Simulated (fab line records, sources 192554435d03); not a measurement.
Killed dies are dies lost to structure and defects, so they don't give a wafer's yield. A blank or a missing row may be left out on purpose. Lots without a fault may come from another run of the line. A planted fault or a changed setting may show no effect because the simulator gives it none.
Split-lot experiment | flow n5_finfet | 7 lots, 39 wafers read, on a route of 1938 steps

THE SPLIT
At N5_BEOL_M14_SPUTTER_43 (material TaN, target thk 15 nm, time 24.19 s), the setting target_thk_a was moved away from the recipe's 150 angstrom on 15 of the 39 wafers read, by -56.6% to +54.4%. The other wafers ran this setting at the recipe's value.

FROM THE SPLIT TO THE READING: what the file shows between them, 4 steps
- N5_BEOL_M14_SPUTTER_44: material Ta, target thk 15 nm, time 24.19 s
- N5_BEOL_M14_SPUTTER_45: material Cu, target thk 100 nm, time 16.67 s
- N5_BEOL_M14_ECD_47: material Cu, target thk 1248 nm
- N5_BEOL_M14_ANNEAL_48: time 90 s

THE READING
barrier_field_endpoint_s, in s, at N5_BEOL_M14_CMP_49 (polishes, stops on SiO2, t overpolish 5.2 s, target thk 560 nm). Fault-free wafers of this fab line usually give 11.29 s, standard deviation 0.25 s.

wafer  | tool, chamber at the split | target_thk_a as run, angstrom | against the recipe | barrier_field_endpoint_s, s | against lot-mates on the recipe
L074.1 | pvd_sputter-02, -          | 150                           | recipe             | 11.19                       | -
L074.4 | pvd_sputter-02, -          | 150                           | recipe             | 11.38                       | -
L074.6 | pvd_sputter-02, -          | 150                           | recipe             | 11.15                       | -
L076.4 | pvd_sputter-03, -          | 196.6                         | +31.1%             | 13.29                       | +1.76
L076.3 | pvd_sputter-03, -          | 150                           | recipe             | 11.52                       | -
L076.2 | pvd_sputter-03, -          | 196.6                         | +31.1%             | 13.53                       | +2.00
L076.1 | pvd_sputter-03, -          | 150                           | recipe             | 11.47                       | -
L076.5 | pvd_sputter-03, -          | 196.6                         | +31.1%             | 13.83                       | +2.30
L076.6 | pvd_sputter-03, -          | 150                           | recipe             | 11.61                       | -
L077.1 | pvd_sputter-03, -          | 231.6                         | +54.4%             | 14.60                       | +3.42
L077.3 | pvd_sputter-03, -          | 231.6                         | +54.4%             | 14.63                       | +3.45
L077.2 | pvd_sputter-03, -          | 150                           | recipe             | 11.55                       | -
L077.4 | pvd_sputter-03, -          | 150                           | recipe             | 10.98                       | -
L077.5 | pvd_sputter-03, -          | 231.6                         | +54.4%             | 14.38                       | +3.20
L077.6 | pvd_sputter-03, -          | 150                           | recipe             | 11.00                       | -
L093.1 | pvd_sputter-03, -          | 150                           | recipe             | 11.07                       | -
L093.4 | pvd_sputter-03, -          | 150                           | recipe             | 11.06                       | -
L093.3 | pvd_sputter-03, -          | 150                           | recipe             | 10.91                       | -
L093.2 | pvd_sputter-03, -          | 150                           | recipe             | 10.73                       | -
L093.5 | pvd_sputter-03, -          | 150                           | recipe             | 10.89                       | -
L093.6 | pvd_sputter-03, -          | 150                           | recipe             | 11.02                       | -
L091.2 | pvd_sputter-01, -          | 150                           | recipe             | 11.22                       | -
L091.3 | pvd_sputter-01, -          | 150                           | recipe             | 11.23                       | -
L091.4 | pvd_sputter-01, -          | 188.5                         | +25.7%             | 12.36                       | +1.18
L091.1 | pvd_sputter-01, -          | 150                           | recipe             | 11.10                       | -
L091.6 | pvd_sputter-01, -          | 188.5                         | +25.7%             | 12.83                       | +1.65
L091.5 | pvd_sputter-01, -          | 188.5                         | +25.7%             | 13.13                       | +1.95
L092.1 | pvd_sputter-03, -          | 110.4                         | -26.4%             | 9.85                        | -1.44
L092.2 | pvd_sputter-03, -          | 150                           | recipe             | 11.33                       | -
L092.3 | pvd_sputter-03, -          | 150                           | recipe             | 11.25                       | -
L092.4 | pvd_sputter-03, -          | 150                           | recipe             | 11.30                       | -
L092.6 | pvd_sputter-03, -          | 110.4                         | -26.4%             | 9.67                        | -1.62
L092.5 | pvd_sputter-03, -          | 110.4                         | -26.4%             | 9.90                        | -1.39
L095.1 | pvd_sputter-02, -          | 150                           | recipe             | 11.32                       | -
L095.4 | pvd_sputter-02, -          | 65.05                         | -56.6%             | 8.24                        | -3.11
L095.2 | pvd_sputter-02, -          | 65.05                         | -56.6%             | 8.16                        | -3.19
L095.3 | pvd_sputter-02, -          | 65.05                         | -56.6%             | 8.23                        | -3.12
L095.6 | pvd_sputter-02, -          | 150                           | recipe             | 11.58                       | -
L095.5 | pvd_sputter-02, -          | 150                           | recipe             | 11.16                       | -

THE FIT
A straight line over all 39 wafers: barrier_field_endpoint_s changes by +0.0587 s for each +1% of target_thk_a; r = +0.98; the points scatter about the line by 0.27 s.
The same after taking each lot's own level away (the mean of its wafers on the recipe; 39 wafers): +0.0592 s for each +1%; r = +0.99; scatter 0.18 s.
On that fit, the largest move of target_thk_a shifts the reading by 3.3 s.
The lots' own levels span 10.947 to 11.533 s, that is 2.3 times the standard deviation above.
So the lot-to-lot level changes the slope little: the two slopes agree.
Check: with one of the wafers moved furthest among these (-56.6%) left out of the fit, the line predicts -3.33 s for it against its lot-mates. It came out at -3.11 s against them.

OTHER SPLITS ON THESE WAFERS
These wafers also went through other splits before the reading. Each is held against what the fit with the lots' levels taken away leaves over:
other split on the same wafers      | wafers away from the commonest value | r with barrier_field_endpoint_s (lot level and that fit taken away)
N5_BEOL_M1_TRENCH_ETCH_37 time_s    | 18                                   | +0.02
N5_BEOL_M2_ALD_98 ald_cycles        | 12                                   | -0.13
N5_BEOL_M8_DESCUM_33 time_s         | 15                                   | +0.00
N5_BEOL_M11_ILD_DEP_00 target_thk_a | 18                                   | -0.02

THE WHOLE CHAIN: every reading that the file lists as answering this split, in the file's order
step                   | what it does                                                   | reading                                                                            | change (the file's fit)               | r (the file's)
N5_BEOL_M14_SPUTTER_43 | material TaN, target thk 15 nm, time 24.19 s                   | TaN_of_BEOL_M14_SPUTTER_43.thk_nm (the simulator's own value, which no gauge read) | +0.15 nm for each +1% of the setting  | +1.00
N5_BEOL_M14_CMP_49     | polishes, stops on SiO2, t overpolish 5.2 s, target thk 560 nm | barrier_field_endpoint_s                                                           | +0.0593 s for each +1% of the setting | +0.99

THE FILE'S OWN FIT
barrier_field_endpoint_s changes by +0.0593 s for each +1% of target_thk_a, r = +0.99.
